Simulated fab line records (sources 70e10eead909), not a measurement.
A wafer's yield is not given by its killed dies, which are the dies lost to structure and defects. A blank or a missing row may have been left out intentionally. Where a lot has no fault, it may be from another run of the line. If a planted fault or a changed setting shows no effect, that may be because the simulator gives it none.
Which tool did it?	flow nandHarc	Sampling: 24 lots, 72 wafers, 6 of 1302 route steps

## WHAT EACH GAUGE READ, for each wafer
Not one reading of a measure or inspect step in the record can be checked against a usual standard deviation.

## EACH LOT AND THE TOOL THAT RAN IT (in order: tool; ch and the chambers of the sampled wafers; start)
lot	NHARC_A_STAIRCASE_ETCH_21	NHARC_A_STAIRCASE_ETCH_27	NHARC_A_STAIRCASE_TRIM_202	NHARC_A_STAIRCASE_DESCUM_219	NHARC_A_STAIRCASE_ETCH_227	NHARC_A_STAIRCASE_TRIM_235
L075	rieDiel-02 ch 0,1,2, day 16 00:52 or earlier	rieDiel-02 ch 0,2,3, day 16 00:52 or earlier	rieDiel-02 ch 0,2, day 16 00:52 or earlier	rieDiel-10 ch 0,1,3, day 16 00:52	rieDiel-10 ch 1,3, no start	rieDiel-10 ch 1,3, no start
L074	rieDiel-10 ch 0,1,3, day 16 01:41 or earlier	rieDiel-10 ch 0,1,2, day 16 01:41 or earlier	rieDiel-09 ch 0,2, day 16 01:41 or earlier	rieDiel-02 ch 0,2, day 16 01:41	rieDiel-02 ch 1,2, no start	rieDiel-10 ch 0,2,3, no start
L076	rieDiel-09 ch 0,1,3, day 17 00:00 or earlier	rieDiel-09 ch 0,1,2, day 17 00:00 or earlier	rieDiel-10 ch 0,1,2, day 17 00:00 or earlier	rieDiel-02 ch 0,2,3, day 17 00:00	rieDiel-02 ch 0,2,3, no start	rieDiel-09 ch 0,2,3, no start
L077	rieDiel-02 ch 0,1,2, day 16 22:07 or earlier	rieDiel-02 ch 0,1,2, day 16 22:07 or earlier	rieDiel-09 ch 1,2,3, day 16 22:07 or earlier	rieDiel-09 ch 0,1, day 16 22:07	rieDiel-09 ch 1,2,3, no start	rieDiel-09 ch 1,3, no start
L078	rieDiel-09 ch 0,1,3, day 17 12:55 or earlier	rieDiel-09 ch 1,2,3, day 17 12:55 or earlier	rieDiel-10 ch 0,2,3, day 17 12:55 or earlier	rieDiel-10 ch 0,1,2, day 17 12:55	rieDiel-10 ch 1,2, no start	rieDiel-09 ch 0,1,3, no start
L080	rieDiel-10 ch 0,1,3, day 18 00:15 or earlier	rieDiel-10 ch 0,2,3, day 18 00:15 or earlier	rieDiel-02 ch 0,2,3, day 18 00:15 or earlier	rieDiel-10 ch 0,1,2, day 18 00:15	rieDiel-10 ch 0,1,2, no start	rieDiel-10 ch 0,2,3, no start
L081	rieDiel-10 ch 0,1,2, day 18 08:58 or earlier	rieDiel-10 ch 0,1,3, day 18 08:58 or earlier	rieDiel-09 ch 0,1,3, day 18 08:58 or earlier	rieDiel-02 ch 0,1,3, day 18 08:58	rieDiel-02 ch 0,1,3, no start	rieDiel-09 ch 0,1,2, no start
L079	rieDiel-02 ch 1,3, day 18 09:44 or earlier	rieDiel-02 ch 0,1,3, day 18 09:44 or earlier	rieDiel-10 ch 0,1,3, day 18 09:44 or earlier	rieDiel-09 ch 0,3, day 18 09:44	rieDiel-09 ch 0,3, no start	rieDiel-09 ch 0,2,3, no start
L083	rieDiel-09 ch 1,2, day 19 14:24 or earlier	rieDiel-09 ch 0,2, day 19 14:24 or earlier	rieDiel-02 ch 0,2,3, day 19 14:24 or earlier	rieDiel-10 ch 0,1,2, day 19 14:24	rieDiel-10 ch 0,2, no start	rieDiel-09 ch 1,2,3, no start
L082	rieDiel-02 ch 1,2, day 19 14:35 or earlier	rieDiel-02 ch 1,3, day 19 14:35 or earlier	rieDiel-10 ch 0,1,2, day 19 14:35 or earlier	rieDiel-09 ch 2,3, day 19 14:35	rieDiel-09 ch 0,1,2, no start	rieDiel-09 ch 0,1,2, no start
L084	rieDiel-02 ch 1,2,3, day 20 10:31 or earlier	rieDiel-02 ch 0,1, day 20 10:31 or earlier	rieDiel-09 ch 0,1, day 20 10:31 or earlier	rieDiel-02 ch 0,2,3, day 20 10:31	rieDiel-02 ch 0,2,3, no start	rieDiel-02 ch 0,2,3, no start
L085	rieDiel-09 ch 1,2, day 20 19:01 or earlier	rieDiel-09 ch 0,3, day 20 19:01 or earlier	rieDiel-02 ch 0,3, day 20 19:01 or earlier	rieDiel-02 ch 2,3, day 20 19:01	rieDiel-02 ch 0,2,3, no start	rieDiel-02 ch 0,3, no start
L087	rieDiel-02 ch 0,3, day 20 19:36 or earlier	rieDiel-02 ch 0,2, day 20 19:36 or earlier	rieDiel-09 ch 1,2, day 20 19:36 or earlier	rieDiel-10 ch 0,1, day 20 19:36	rieDiel-10 ch 1,3, no start	rieDiel-10 ch 0,1, no start
L086	rieDiel-09 ch 0,2,3, day 20 23:28 or earlier	rieDiel-09 ch 0,1,3, day 20 23:28 or earlier	rieDiel-09 ch 0,2, day 20 23:28 or earlier	rieDiel-09 ch 0,2, day 20 23:28	rieDiel-09 ch 0,1, no start	rieDiel-02 ch 0,2,3, no start
L088	rieDiel-10 ch 0,1,2, day 22 03:01 or earlier	rieDiel-10 ch 0,1,3, day 22 03:01 or earlier	rieDiel-10 ch 0,1, day 22 03:01 or earlier	rieDiel-10 ch 1,2,3, day 22 03:01	rieDiel-10 ch 0,2,3, no start	rieDiel-02 ch 0,2,3, no start
L089	rieDiel-02 ch 2,3, day 22 03:25 or earlier	rieDiel-02 ch 2,3, day 22 03:25 or earlier	rieDiel-02 ch 0,1, day 22 03:25 or earlier	rieDiel-02 ch 0,1, day 22 03:25	rieDiel-02 ch 1,2,3, no start	rieDiel-02 ch 0,2,3, no start
L090	rieDiel-02 ch 1,2,3, day 22 22:05 or earlier	rieDiel-02 ch 0,1,2, day 22 22:05 or earlier	rieDiel-02 ch 0,1,2, day 22 22:05 or earlier	rieDiel-09 ch 0,1,2, day 22 22:05	rieDiel-09 ch 0,1,2, no start	rieDiel-09 ch 1,2,3, no start
L091	rieDiel-10 ch 1,2,3, day 22 22:33 or earlier	rieDiel-10 ch 1,2,3, day 22 22:33 or earlier	rieDiel-09 ch 0,1,2, day 22 22:33 or earlier	rieDiel-02 ch 1,2,3, day 22 22:33	rieDiel-02 ch 1,2,3, no start	rieDiel-02 ch 0,1,3, no start
L093	rieDiel-09 ch 0,2,3, day 23 11:17 or earlier	rieDiel-09 ch 0,2,3, day 23 11:17 or earlier	rieDiel-02 ch 0,2,3, day 23 11:17 or earlier	rieDiel-09 ch 0,1,3, day 23 11:17	rieDiel-09 ch 1,2,3, no start	rieDiel-02 ch 1,2,3, no start
L092	rieDiel-02 ch 1,3, day 23 11:55 or earlier	rieDiel-02 ch 0,2,3, day 23 11:55 or earlier	rieDiel-10 ch 1,3, day 23 11:55 or earlier	rieDiel-02 ch 0,2,3, day 23 11:55	rieDiel-02 ch 0,1,3, no start	rieDiel-02 ch 0,2,3, no start
L094	rieDiel-09 ch 0,2,3, day 24 12:24 or earlier	rieDiel-09 ch 0,1,2, day 24 12:24 or earlier	rieDiel-02 ch 0,2, day 24 12:24 or earlier	rieDiel-09 ch 2,3, day 24 12:24	rieDiel-09 ch 0,2, no start	rieDiel-02 ch 0,2, no start
L095	rieDiel-10 ch 0,2,3, day 24 13:04 or earlier	rieDiel-10 ch 0,1,2, day 24 13:04 or earlier	rieDiel-10 ch 1,2,3, day 24 13:04 or earlier	rieDiel-09 ch 1,2,3, day 24 13:04	rieDiel-09 ch 0,1,3, no start	rieDiel-10 ch 0,1,2, no start
L097	rieDiel-10 ch 0,2,3, day 25 05:27 or earlier	rieDiel-10 ch 0,2,3, day 25 05:27 or earlier	rieDiel-10 ch 1,2,3, day 25 05:27 or earlier	rieDiel-09 ch 0,2,3, day 25 05:27	rieDiel-09 ch 0,1,2, no start	rieDiel-09 ch 0,1,3, no start
L096	rieDiel-09 ch 0,1,3, day 25 06:06 or earlier	rieDiel-09 ch 1,3, day 25 06:06 or earlier	rieDiel-09 ch 0,1,2, day 25 06:06 or earlier	rieDiel-10 ch 0,1,3, day 25 06:06	rieDiel-10 ch 0,2, no start	rieDiel-10 ch 0,1, no start
- NHARC_A_STAIRCASE_ETCH_21: etches the open film in C4F8/O2, target depth 100 nm, time 40.5 s.
- NHARC_A_STAIRCASE_ETCH_27: etches the open film in C4F8/O2, target depth 100 nm, time 40.5 s.
- NHARC_A_STAIRCASE_TRIM_202: chemistry O2, time 211.2 s.
- NHARC_A_STAIRCASE_DESCUM_219: chemistry O2, time 3 s.
- NHARC_A_STAIRCASE_ETCH_227: etches the open film in C4F8/O2, target depth 100 nm, time 40.5 s.
- NHARC_A_STAIRCASE_TRIM_235: chemistry O2, time 211.2 s.

## WHAT THE TOOLS THEMSELVES READ (means of the sampled wafers that have a number; where no wafer has one, the mark that the record gives instead)
NHARC_A_STAIRCASE_ETCH_21.
lot	tool	oesProductAu (a.u.)	rfVppV (V)
L075	rieDiel-02	0.943	902
L074	rieDiel-10	0.933	895
L076	rieDiel-09	0.940	895
L077	rieDiel-02	0.920	902
L078	rieDiel-09	0.943	896
L080	rieDiel-10	0.970	895
L081	rieDiel-10	0.966	896
L079	rieDiel-02	0.963	897
L083	rieDiel-09	0.980	890
L082	rieDiel-02	0.944	903
L084	rieDiel-02	0.939	898
L085	rieDiel-09	0.937	891
L087	rieDiel-02	0.938	895
L086	rieDiel-09	0.948	892
L088	rieDiel-10	0.938	894
L089	rieDiel-02	0.936	899
L090	rieDiel-02	0.940	898
L091	rieDiel-10	0.946	895
L093	rieDiel-09	0.947	892
L092	rieDiel-02	0.933	894
L094	rieDiel-09	0.949	893
L095	rieDiel-10	0.936	893
L097	rieDiel-10	0.949	892
L096	rieDiel-09	0.946	893

NHARC_A_STAIRCASE_ETCH_27.
lot	tool	oesProductAu (a.u.)	rfVppV (V)
L075	rieDiel-02	0.943	900
L074	rieDiel-10	0.938	895
L076	rieDiel-09	0.949	893
L077	rieDiel-02	0.933	902
L078	rieDiel-09	0.952	893
L080	rieDiel-10	0.940	894
L081	rieDiel-10	0.931	894
L079	rieDiel-02	0.948	898
L083	rieDiel-09	0.943	891
L082	rieDiel-02	0.940	897
L084	rieDiel-02	0.949	900
L085	rieDiel-09	0.937	895
L087	rieDiel-02	0.952	905
L086	rieDiel-09	0.936	894
L088	rieDiel-10	0.938	894
L089	rieDiel-02	0.944	899
L090	rieDiel-02	0.934	902
L091	rieDiel-10	0.939	894
L093	rieDiel-09	0.957	892
L092	rieDiel-02	0.951	899
L094	rieDiel-09	0.948	891
L095	rieDiel-10	0.932	894
L097	rieDiel-10	0.939	893
L096	rieDiel-09	0.934	893

NHARC_A_STAIRCASE_TRIM_202.
lot	tool	drypumpMotorCurrentA (A)	oesProductAu (a.u.)	rfVppV (V)	showerheadPlenumPTorr (Torr)	throttleValvePct (%)
L075	rieDiel-02	6.3	0.998	57.6	3.78	17.026
L074	rieDiel-09	6.1	1.011	57.1	3.39	17.043
L076	rieDiel-10	5.5	0.986	57.3	3.50	17.040
L077	rieDiel-09	6.1	1.005	58.2	3.44	17.047
L078	rieDiel-10	5.9	1.002	56.6	3.47	17.037
L080	rieDiel-02	6.0	0.998	58.0	3.65	17.038
L081	rieDiel-09	6.1	0.998	58.3	3.49	17.040
L079	rieDiel-10	5.7	0.992	57.2	3.50	17.029
L083	rieDiel-02	6.1	1.000	58.0	3.65	17.030
L082	rieDiel-10	5.5	0.996	57.2	3.49	17.035
L084	rieDiel-09	6.2	0.994	57.5	3.45	17.029
L085	rieDiel-02	5.7	0.996	57.6	3.52	17.036
L087	rieDiel-09	6.2	0.996	57.0	3.36	17.045
L086	rieDiel-09	6.1	0.996	57.5	3.37	17.035
L088	rieDiel-10	5.3	0.996	57.2	3.52	17.017
L089	rieDiel-02	6.0	1.000	57.7	3.71	17.037
L090	rieDiel-02	6.1	1.005	58.3	3.70	17.030
L091	rieDiel-09	6.1	1.013	57.4	3.41	17.039
L093	rieDiel-02	6.0	0.994	57.8	3.63	17.027
L092	rieDiel-10	5.8	1.002	58.4	3.48	17.042
L094	rieDiel-02	6.2	1.001	59.5	3.75	17.042
L095	rieDiel-10	5.7	1.000	57.7	3.48	17.033
L097	rieDiel-10	5.7	0.992	58.0	3.48	17.043
L096	rieDiel-09	6.2	1.007	57.7	3.39	17.036

NHARC_A_STAIRCASE_DESCUM_219.
lot	tool	drypumpMotorCurrentA (A)	oesProductAu (a.u.)	rfVppV (V)	showerheadPlenumPTorr (Torr)	throttleValvePct (%)
L075	rieDiel-10	5.6	0.998	57.6	1.90	11.312
L074	rieDiel-02	6.4	1.001	58.8	2.06	11.305
L076	rieDiel-02	6.0	0.999	58.1	1.99	11.311
L077	rieDiel-09	6.1	0.999	57.9	1.88	11.310
L078	rieDiel-10	5.5	0.989	57.6	1.90	11.310
L080	rieDiel-10	5.5	0.996	57.6	1.90	11.304
L081	rieDiel-02	5.8	0.997	57.6	1.95	11.318
L079	rieDiel-09	6.0	0.996	58.2	1.90	11.309
L083	rieDiel-10	5.5	1.001	58.5	1.89	11.315
L082	rieDiel-09	6.0	1.003	57.3	1.84	11.309
L084	rieDiel-02	6.0	1.004	58.7	1.98	11.313
L085	rieDiel-02	5.8	0.998	57.2	1.91	11.317
L087	rieDiel-10	5.5	1.011	57.6	1.88	11.307
L086	rieDiel-09	6.1	0.989	58.3	1.82	11.304
L088	rieDiel-10	5.6	1.000	58.0	1.89	11.312
L089	rieDiel-02	5.9	1.005	57.8	1.99	11.307
L090	rieDiel-09	6.1	1.001	57.3	1.84	11.311
L091	rieDiel-02	5.9	0.995	58.1	1.94	11.320
L093	rieDiel-09	6.0	0.995	58.0	1.88	11.317
L092	rieDiel-02	6.0	1.004	57.3	1.97	11.320
L094	rieDiel-09	6.0	0.998	56.6	1.82	11.310
L095	rieDiel-09	6.1	0.996	58.1	1.84	11.317
L097	rieDiel-09	6.0	1.011	57.5	1.85	11.313
L096	rieDiel-10	5.6	1.000	57.7	1.88	11.310

NHARC_A_STAIRCASE_ETCH_227.
lot	tool	oesProductAu (a.u.)	rfVppV (V)
L075	rieDiel-10	0.949	895
L074	rieDiel-02	0.936	903
L076	rieDiel-02	0.930	901
L077	rieDiel-09	0.947	894
L078	rieDiel-10	0.942	896
L080	rieDiel-10	0.943	895
L081	rieDiel-02	0.943	898
L079	rieDiel-09	0.931	895
L083	rieDiel-10	0.945	893
L082	rieDiel-09	0.943	892
L084	rieDiel-02	0.947	900
L085	rieDiel-02	0.934	900
L087	rieDiel-10	0.934	896
L086	rieDiel-09	0.940	894
L088	rieDiel-10	0.940	894
L089	rieDiel-02	0.933	897
L090	rieDiel-09	0.945	892
L091	rieDiel-02	0.932	898
L093	rieDiel-09	0.947	892
L092	rieDiel-02	0.946	897
L094	rieDiel-09	0.950	890
L095	rieDiel-09	0.948	893
L097	rieDiel-09	0.953	891
L096	rieDiel-10	0.941	892

NHARC_A_STAIRCASE_TRIM_235.
lot	tool	drypumpMotorCurrentA (A)	oesProductAu (a.u.)	rfVppV (V)	showerheadPlenumPTorr (Torr)	throttleValvePct (%)
L075	rieDiel-10	5.4	0.996	57.3	3.55	17.038
L074	rieDiel-10	5.9	0.987	56.8	3.47	17.033
L076	rieDiel-09	6.1	1.008	56.6	3.45	17.034
L077	rieDiel-09	6.1	1.012	58.3	3.48	17.036
L078	rieDiel-09	6.0	0.999	57.8	3.49	17.030
L080	rieDiel-10	5.9	0.992	58.1	3.46	17.030
L081	rieDiel-09	6.2	1.010	57.1	3.42	17.042
L079	rieDiel-09	6.1	0.996	57.2	3.45	17.044
L083	rieDiel-09	6.1	1.004	57.8	3.43	17.043
L082	rieDiel-09	6.2	1.000	56.9	3.42	17.036
L084	rieDiel-02	6.0	1.002	58.5	3.64	17.035
L085	rieDiel-02	5.9	0.996	57.8	3.65	17.035
L087	rieDiel-10	5.5	1.009	57.8	3.47	17.039
L086	rieDiel-02	6.0	0.995	57.7	3.64	17.045
L088	rieDiel-02	6.0	0.996	58.0	3.63	17.033
L089	rieDiel-02	6.1	0.996	58.3	3.63	17.036
L090	rieDiel-09	6.1	1.002	57.0	3.42	17.034
L091	rieDiel-02	5.8	0.995	57.5	3.58	17.041
L093	rieDiel-02	5.9	0.998	58.3	3.57	17.035
L092	rieDiel-02	6.1	1.001	58.2	3.63	17.040
L094	rieDiel-02	6.3	1.003	57.7	3.75	17.036
L095	rieDiel-10	5.5	0.991	56.7	3.47	17.035
L097	rieDiel-09	6.0	0.998	58.2	3.46	17.038
L096	rieDiel-10	5.3	0.996	57.6	3.51	17.026

## THE ANSWER, worked out from the rows above alone
Rule: usual is defined by the lots themselves. Put in order of their means at a reading, lots are off if they are a third of the lots or fewer, leave a main group of 4 or more, and stand apart from it by a gap of 3 or more times the standard deviation of the main group's means; of several such gaps the widest counts. A main group whose means are all the same, to the digits that the tables above print for the reading, isn't used. A lot without any number at a reading at which 4 lots or more have one is off too. All remaining lots with rows at the step are treated as sound. First the gauges in route order, then the tools' own readings, where a lot's mean is used as printed above. The first step at which some lot is off is used, and at that step the reading that is off furthest; a lot without a number counts as furthest.
No lot is off on any of the readings shown, so nothing can be concluded from this.

## WHAT THE SIMULATOR HAD INSERTED
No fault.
